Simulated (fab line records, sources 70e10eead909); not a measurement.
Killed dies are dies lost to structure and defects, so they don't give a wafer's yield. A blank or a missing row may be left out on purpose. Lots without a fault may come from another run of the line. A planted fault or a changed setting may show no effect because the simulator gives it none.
fab line records | flow nand_harc
record lots=11 wafers=33 last_day=34
route steps=1302 shown A_CONTACT@1092 A_BLC@1114 END@1302
lots that met no fault: from a run of the same line without faults
start_h: hours from the record's first day to the start of the lot's first wafer shown | wait_h: hours since the lot's step before | " the same as in the row above | L1.1+2: a row that stands for several wafers | - no value, or no start given | * or withheld: withheld | < > ~ a bound
route shown NAME@n: a module of which the file shows steps, and the number in the route of the first | usual: mean/standard deviation of fault-free wafers | same: alike in all rows | chamber/n: place in a boat | sites: the reading at each site | _std_site: their standard deviation | _edge_site: outer sites' mean less inner sites' | radius_mm: how far each site lies from the wafer's centre | mask NAME#n: copy n | behind: the tool/chamber that last shaped the wafer | hold: why the lot was held/for how many hours/how that ended | device: the transistor (n, p or np) that didn't switch | end of line: the same wafers' tests at the end of the route | a step without rows: its recipe alone | killed: dies lost to structure and defects at the first sort, not the wafer's yield | map: a wafer's dies, x killed, . not, _ none there
set.NAME: the setting as run; set.NAME@STEP: as run at that earlier step | model.NAME: the simulator's own value behind a step, which no gauge read
steps of the route over a sample of lots; a table a step, a row a wafer
services: from which hour (start_h, from the record's first day; less than 0 if before it) a tool's chamber was out of use, for how many hours, and why
## steps
# step NHARC_A_CONTACT_ETCH_92
# recipe target_depth_a=400 over_etch_frac=0.5 time_s=85.7 ion_energy_ev=120 ch3f_flow_sccm=50 o2_flow_sccm=30 ar_flow_sccm=200 rf_w=500 bias_w=100 chemistry=CH3F/O2
# usual drypump_motor_current_A=5.8/0.42 oes_product_au=0.942/0.028 rf_vpp_V=244.7/1.5 showerhead_plenum_p_Torr=2.48/0.089 throttle_valve_pct=20.663/0.009
# columns lot.wafer tool chamber start_h wait_h drypump_motor_current_A oes_product_au rf_hours_counter_h rf_vpp_V showerhead_plenum_p_Torr throttle_valve_pct
L637.2 rie_diel-11 2 535.11 0.6 5.8 0.996 25 246.6 2.65 20.661
L637.4 " 3 " " 5.7 1.008 32 245.1 2.53 20.666
L637.1 " 0 " " 5.4 1.003 35 241.8 2.29 20.668
L639.2 rie_diel-11 0 535.30 0.5 5.3 0.942 35 242.6 2.29 20.664
L639.1 " 1 " " 5.8 0.929 29 243.6 2.36 20.666
L639.5 " 1 " " 5.7 0.930 - 242.0 2.36 20.657
L640.1 rie_diel-11 3 549.45 0.6 5.7 0.934 38 245.4 2.53 20.670
L640.3 " 0 " " 5.3 0.924 42 243.3 2.28 20.664
L640.5 " 3 " " 5.7 0.938 - 242.9 2.53 20.674
L641.1 rie_diel-03 2 551.77 0.5 5.9 0.940 14 243.5 2.39 20.665
L641.3 " 1 " " 6.2 0.924 13 246.5 2.56 20.665
L641.5 " 2 " " 5.9 0.931 - 243.0 2.39 20.662
L643.1 rie_diel-11 2 585.45 0.5 5.8 0.931 40 248.3 2.64 20.669
L643.4 " 0 " " 5.4 0.929 54 241.0 2.28 20.657
L643.6 " 2 " " 5.8 0.927 - 245.3 2.64 20.661
L649.1 rie_diel-11 0 634.49 0.5 5.3 0.920 3 248.2 2.66 20.669
L649.2 " 2 " " 5.8 0.924 3 246.4 2.64 20.650
L649.5 " 1 " " 5.7 0.930 - 242.3 2.35 20.662
L654.3 rie_diel-03 2 704.34 0.4 5.9 0.929 9 242.4 2.39 20.652
L654.4 " 1 " " 6.1 0.932 9 245.6 2.55 20.649
L654.6 " 3 " " 6.4 0.932 - 243.7 2.53 20.669
L655.3 rie_diel-03 1 705.49 0.4 6.1 0.923 9 244.9 2.55 20.664
L655.1 " 2 " " 5.9 0.922 9 244.0 2.39 20.653
L655.5 " 2 " " 5.9 0.935 - 243.7 2.39 20.665
L656.2 rie_diel-03 2 718.68 0.5 5.9 0.934 11 244.9 2.38 20.671
L656.5 " 1 " " 6.1 0.914 - 245.7 2.55 20.652
L656.6 " 2 " " 5.9 0.936 - 244.1 2.39 20.657
L658.2 rie_diel-04 0 753.27 0.5 5.6 0.998 10 244.3 2.50 20.683
L658.5 " 3 " " 5.0 1.011 - 241.9 2.37 20.655
L658.6 " 0 " " 5.6 0.997 - 244.7 2.50 20.664
L659.2 rie_diel-03 0 757.18 0.5 5.3 0.922 15 244.1 2.47 20.663
L659.3 " 3 " " 6.5 0.928 16 244.9 2.53 20.671
L659.6 " 1 " " 6.2 0.937 - 246.2 2.55 20.661
# step NHARC_A_BLC_EXPOSE_07
# recipe na=1.35 target_cd_nm=100 dose_mj=67.97 mask_id=A_BLC
# usual exposure_dose_mJ_cm2=67.91/0.067 stage_vel_mm_s=500.00/0.23
# columns lot.wafer tool chamber start_h wait_h mask exposure_dose_mJ_cm2 stage_vel_mm_s
L637.1 arfi_scanner-02 0 538.26 - A_BLC#0 67.92 499.98
L637.2 " 0 " " A_BLC#0 67.91 499.77
L637.4 " 0 " " A_BLC#0 68.00 500.01
L639.1 arfi_scanner-03 0 538.41 - A_BLC#0 67.93 500.13
L639.2 " 0 " " A_BLC#0 67.93 499.53
L639.5 " 0 " " A_BLC#0 67.99 499.83
L640.1 arfi_scanner-03 0 552.59 - A_BLC#0 67.97 500.15
L640.3 " 0 " " A_BLC#0 67.99 499.59
L640.5 " 0 " " A_BLC#0 67.94 499.46
L641.1 arfi_scanner-03 0 554.77 - A_BLC#0 67.89 499.85
L641.3 " 0 " " A_BLC#0 68.02 499.95
L641.5 " 0 " " A_BLC#0 67.89 499.51
L643.1 arfi_scanner-02 0 588.60 - A_BLC#0 67.94 499.93
L643.4 " 0 " " A_BLC#0 67.73 500.17
L643.6 " 0 " " A_BLC#0 67.94 500.06
L649.1 arfi_scanner-02 0 638.33 - A_BLC#0 68.59 499.87
L649.2 " 0 " " A_BLC#0 68.66 499.89
L649.5 " 0 " " A_BLC#0 68.53 499.86
L654.3 arfi_scanner-02 0 707.39 - A_BLC#0 67.79 500.39
L654.4 " 0 " " A_BLC#0 67.89 500.39
L654.6 " 0 " " A_BLC#0 67.89 500.12
L655.1 arfi_scanner-01 0 708.54 - A_BLC#0 67.95 500.08
L655.3 " 0 " " A_BLC#0 67.91 500.37
L655.5 " 0 " " A_BLC#0 68.00 499.84
L656.2 arfi_scanner-02 0 721.80 - A_BLC#0 67.80 499.99
L656.5 " 0 " " A_BLC#0 67.82 499.76
L656.6 " 0 " " A_BLC#0 67.90 500.11
L658.2 arfi_scanner-01 0 757.48 - A_BLC#0 67.97 499.84
L658.5 " 0 " " A_BLC#0 68.06 500.47
L658.6 " 0 " " A_BLC#0 68.00 499.99
L659.2 arfi_scanner-01 0 760.11 - A_BLC#0 67.91 500.19
L659.3 " 0 " " A_BLC#0 67.92 500.04
L659.6 " 0 " " A_BLC#0 67.86 499.75
# step NHARC_A_BLC_CD_MEAS_10
# recipe target_cd_nm=100 landing_energy_ev=500
# usual cd_nm=100.2/0.45
# columns lot.wafer tool chamber start_h wait_h hold cd_nm
L637.1 cd_sem-01 0 538.40 - - 100.0
L637.2 " 0 " " - 99.8
L637.4 " 0 " " - 100.1
L639.1 cd_sem-01 0 538.56 - - 99.8
L639.2 " 0 " " - 100.1
L639.5 " 0 " " - 100.8
L640.1 cd_sem-02 0 552.73 - - 99.8
L640.3 " 0 " " - 100.1
L640.5 " 0 " " - 99.8
L641.1 cd_sem-03 0 554.91 - - 99.8
L641.3 " 0 " " - 100.1
L641.5 " 0 " " - 99.4
L643.1 cd_sem-02 0 588.74 - - 100.0
L643.4 " 0 " " - 100.2
L643.6 " 0 " " - 100.8
L649.1 cd_sem-03 0 638.47 - await_dispo/0.2h/release 97.6
L649.2 " 0 " " await_dispo/0.2h/release 97.8
L649.5 " 0 " " await_dispo/0.2h/release 98.4
L649.1 cd_sem-03 0 - - - 97.6
L649.2 " 0 " " - 98.2
L649.5 " 0 " " - 98.6
L654.3 cd_sem-02 0 707.52 - - 100.4
L654.4 " 0 " " - 100.2
L654.6 " 0 " " - 100.3
L655.1 cd_sem-02 0 708.67 - - 99.9
L655.3 " 0 " " - 99.2
L655.5 " 0 " " - 100.4
L656.2 cd_sem-01 0 721.94 - - 99.9
L656.5 " 0 " " - 100.3
L656.6 " 0 " " - 100.5
L658.2 cd_sem-01 0 757.61 - - 100.3
L658.5 " 0 " " - 100.4
L658.6 " 0 " " - 100.3
L659.2 cd_sem-02 0 760.25 - - 99.9
L659.3 " 0 " " - 99.7
L659.6 " 0 " " - 99.5
# step NHARC_A_BLC_INSPECT_12
# usual raw_defect_count=86/28
# columns lot.wafer tool chamber start_h wait_h raw_defect_count
L637.1 defect_inspect-02 - 538.53 0.0 104
L637.2 " - " " 96
L637.4 " - " " 94
L639.1 defect_inspect-02 - 538.68 0.0 127
L639.2 " - " " 118
L639.5 " - " " 114
L640.1 defect_inspect-01 - 552.86 0.0 128
L640.3 " - " " 132
L640.5 " - " " 107
L641.1 defect_inspect-02 - 555.04 0.0 32
L641.3 " - " " 30
L641.5 " - " " 36
L643.1 defect_inspect-01 - 588.86 0.0 121
L643.4 " - " " 122
L643.6 " - " " 111
L649.1 defect_inspect-02 - 642.16 0.0 66
L649.2 " - " " 74
L649.5 " - " " 72
L654.3 defect_inspect-02 - 707.64 0.0 86
L654.4 " - " " 68
L654.6 " - " " 65
L655.1 defect_inspect-01 - 708.80 0.0 150
L655.3 " - " " 104
L655.5 " - " " 90
L656.2 defect_inspect-01 - 722.06 0.0 123
L656.5 " - " " 127
L656.6 " - " " 116
L658.2 defect_inspect-01 - 757.74 0.0 94
L658.5 " - " " 69
L658.6 " - " " 82
L659.2 defect_inspect-01 - 760.37 0.0 89
L659.3 " - " " 78
L659.6 " - " " 55
# step NHARC_A_BLC_DESCUM_15
# recipe time_s=3 o2_flow_sccm=200 ar_flow_sccm=0 bias_power_w=0 chemistry=O2
# usual drypump_motor_current_A=5.8/0.32 oes_product_au=0.999/0.008 rf_vpp_V=57.7/0.79 showerhead_plenum_p_Torr=1.87/0.07 throttle_valve_pct=11.310/0.0094
# columns lot.wafer tool chamber start_h wait_h drypump_motor_current_A oes_product_au rf_hours_counter_h rf_vpp_V showerhead_plenum_p_Torr throttle_valve_pct
L637.1 rie_diel-09 2 538.59 0.1 6.0 1.002 1 59.7 1.91 11.319
L637.4 " 3 " " 6.1 1.005 2 57.2 1.88 11.314
L637.2 " 1 " " 5.8 1.010 2 58.3 1.86 11.293
L639.2 rie_diel-06 2 538.74 0.1 5.3 1.003 5 57.6 1.77 11.313
L639.1 " 3 " " 6.2 1.000 6 57.1 1.86 11.305
L639.5 " 3 " " 6.2 0.993 - 56.9 1.86 11.296
L640.1 rie_diel-09 2 552.92 0.1 6.0 1.001 2 57.2 1.91 11.292
L640.3 " 1 " " 5.9 1.004 4 57.1 1.86 11.306
L640.5 " 2 " " 6.0 1.000 - 56.5 1.91 11.315
L641.3 rie_diel-02 0 555.10 0.1 5.6 1.002 44 57.8 1.78 11.308
L641.1 " 3 " " 5.2 0.983 44 57.9 1.94 11.300
L641.5 " 0 " " 5.6 1.007 - 56.3 1.78 11.296
L643.4 rie_diel-06 0 588.93 0.1 6.1 0.995 10 56.9 1.82 11.327
L643.1 " 2 " " 5.3 1.004 10 57.7 1.76 11.317
L643.6 " 1 " " 5.6 0.995 - 57.5 1.93 11.295
L649.1 rie_diel-06 2 642.23 0.1 5.3 1.001 15 57.0 1.76 11.305
L649.2 " 3 " " 6.2 0.999 15 57.9 1.86 11.307
L649.5 " 2 " " 5.3 1.003 - 56.5 1.76 11.308
L654.3 rie_diel-09 3 707.71 0.1 6.1 1.002 2 58.3 1.88 11.323
L654.4 " 1 " " 5.8 0.991 2 56.4 1.85 11.296
L654.6 " 2 " " 6.1 1.014 - 57.4 1.91 11.307
L655.1 rie_diel-02 0 708.87 0.1 5.7 0.996 38 55.7 1.76 11.304
L655.3 " 2 " " 6.0 1.004 42 57.0 1.82 11.286
L655.5 " 0 " " 5.6 1.014 - 58.1 1.76 11.314
L656.2 rie_diel-09 0 722.14 0.1 5.9 1.006 3 57.6 1.98 11.306
L656.6 " 1 " " 5.9 1.006 - 57.9 1.85 11.323
L656.5 " 3 " " 6.1 1.005 - 56.4 1.87 11.289
L658.2 rie_diel-06 1 757.80 0.1 5.6 0.993 5 58.6 1.93 11.319
L658.5 " 1 " " 5.6 0.992 - 59.0 1.93 11.302
L658.6 " 2 " " 5.3 0.998 - 57.2 1.76 11.311
L659.3 rie_diel-09 3 760.43 0.1 6.1 1.003 5 57.2 1.87 11.320
L659.2 " 1 " " 5.9 0.995 6 56.4 1.85 11.328
L659.6 " 0 " " 5.8 0.990 - 57.8 1.98 11.319
# step NHARC_END_SORT_01
# recipe temp_c=25
# usual killed_at_array=62/16 killed_at_other=0.8/1.1 killed_at_periphery=4/3.2 killed_dies=67/16 killed_open=3.5/1.9 killed_short=2.1/1.5
# same gross_dies=677
# columns lot.wafer tool chamber start_h wait_h killed_at_array killed_at_other killed_at_periphery killed_dies killed_open killed_short
L643.1 prober-02 0 631.26 2.5 86 1 0 87 4 3
L643.4 prober-02 0 633.68 3.4 82 2 5 89 3 1
L643.6 prober-02 0 635.29 4.0 76 0 3 79 4 1
L649.1 prober-02 0 699.39 2.5 46 0 12 58 5 2
L649.2 prober-02 0 700.19 2.8 58 0 1 59 4 1
L649.5 prober-02 0 702.57 3.7 46 0 6 52 2 0
# killed by level:class
L643.1 A_CHANNEL_HOLE_D2:chamber_film_flake=32 A_SLIT:chamber_film_flake=31 A_CONTACT:chamber_film_flake=6 A_ZERO_WELL:chamber_film_flake=3 A_CHANNEL_HOLE_D1:chamber_film_flake=3 A_ONON_D1:geometric_particle:short=1 A_CHANNEL_FILL_D1:geometric_particle:open=1 A_CHANNEL_FILL_D1:geometric_particle:short=1
L643.4 A_CHANNEL_HOLE_D2:chamber_film_flake=34 A_SLIT:chamber_film_flake=32 P_ZERO_WELL:chamber_film_flake=4 A_CHANNEL_HOLE_D1:chamber_film_flake=4 A_CONTACT:chamber_film_flake=3 A_DECK1_JOINT:chamber_film_flake=2 THIN_TSV:chamber_film_flake=2 P_CONTACT:geometric_particle:open=1
L643.6 A_SLIT:chamber_film_flake=36 A_CHANNEL_HOLE_D2:chamber_film_flake=26 P_ZERO_WELL:chamber_film_flake=2 A_ZERO_WELL:chamber_film_flake=2 A_DECK1_JOINT:chamber_film_flake=2 A_WL_FILL:chamber_film_flake=2 A_CHANNEL_HOLE_D1:geometric_particle:open=1 A_CHANNEL_FILL_D1:geometric_particle:open=1
L649.1 A_CHANNEL_HOLE_D1:chamber_film_flake=32 P_GATE:chamber_film_flake=7 A_WL_FILL:chamber_film_flake=3 A_CONTACT:chamber_film_flake=3 P_M2:chamber_film_flake=2 A_SLIT:chamber_film_flake=2 P_CONTACT:geometric_particle:open=1 A_ONON_D1:geometric_particle:short=1
L649.2 A_CHANNEL_HOLE_D1:chamber_film_flake=39 A_CONTACT:chamber_film_flake=7 A_SLIT:chamber_film_flake=5 A_CHANNEL_FILL_D1:geometric_particle:open=3 A_CHANNEL_HOLE_D2:geometric_particle:short=1 A_BLC:geometric_particle:open=1 P_GATE:chamber_film_flake=1 A_SGD_CUT:chamber_film_flake=1
L649.5 A_CHANNEL_HOLE_D1:chamber_film_flake=33 A_CONTACT:chamber_film_flake=5 A_SLIT:chamber_film_flake=3 P_GATE:chamber_film_flake=2 P_M2:chamber_film_flake=2 A_STAIRCASE:chamber_film_flake=2 P_GATE:geometric_particle:open=1 A_CHANNEL_FILL_D1:geometric_particle:open=1
## services
# columns tool chamber start_h hours kind
rie_diel-09 2 518.01 10.8 repair
rie_diel-06 3 577.17 2.9 repair
rie_diel-03 0 583.13 5.1 repair
rie_diel-11 1 593.13 14.8 repair
rie_diel-11 - 612.05 9.0 pm
arfi_scanner-02 - 615.48 1.0 repair
rie_diel-09 0 620.80 4.8 repair
rie_diel-11 3 632.52 1.7 repair
rie_diel-03 - 635.30 9.0 pm
arfi_scanner-02 - 642.23 2.7 repair
rie_diel-09 1 644.60 31.6 repair
arfi_scanner-02 - 652.05 5.0 repair
arfi_scanner-02 - 657.06 4.0 pm
rie_diel-09 3 660.25 8.4 repair
rie_diel-06 - 661.20 9.0 pm
rie_diel-09 - 674.10 9.0 pm
arfi_scanner-02 - 693.95 1.0 repair
rie_diel-09 2 712.30 19.0 repair
rie_diel-11 2 714.40 3.5 repair
rie_diel-03 0 718.40 1.2 repair
rie_diel-06 - 731.74 0.3 repair
arfi_scanner-02 - 734.52 12.9 repair
rie_diel-09 - 741.07 0.8 repair
rie_diel-11 2 754.70 10.1 repair
## key
first_sign step=NHARC_A_BLC_EXPOSE_07 reading=exposure_dose_mJ_cm2 direction=up sigmas=10 usual=67.91 struck=68.59
effect step=NHARC_A_BLC_CD_MEAS_10 reading=visit direction=added through=control_loop
effect step=NHARC_A_BLC_CD_MEAS_10 reading=cd_nm direction=down sigmas=5 usual=100.2 struck=97.9 through=control_loop
met_at NHARC_A_BLC_EXPOSE_07
struck_lots L649
tester_left_out L649
loop_trim step=NHARC_A_BLC_EXPOSE_07 setting=dose lots=L649
not_acting_at NHARC_A_CONTACT_ETCH_92,NHARC_A_BLC_INSPECT_12,NHARC_A_BLC_DESCUM_15
onset_between 588.60 638.33
fault kind=process_parameter_drift tool=arfi_scanner-02 chamber=- onset_h=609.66 steps=NHARC_A_BLC_EXPOSE_07 channel=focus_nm offset=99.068 spread_by_wafer=0.3 shape=step end_h=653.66
# tester_left_out: of these lots the tester's yield and bins aren't shown, on N5 and GAA mostly nor the transistor test; their killed dies are dies lost to structure and defects alone, not to doping, threshold or leakage, so they don't give the yield
# loop_trim: a control loop set the setting to another value than it would have without faults
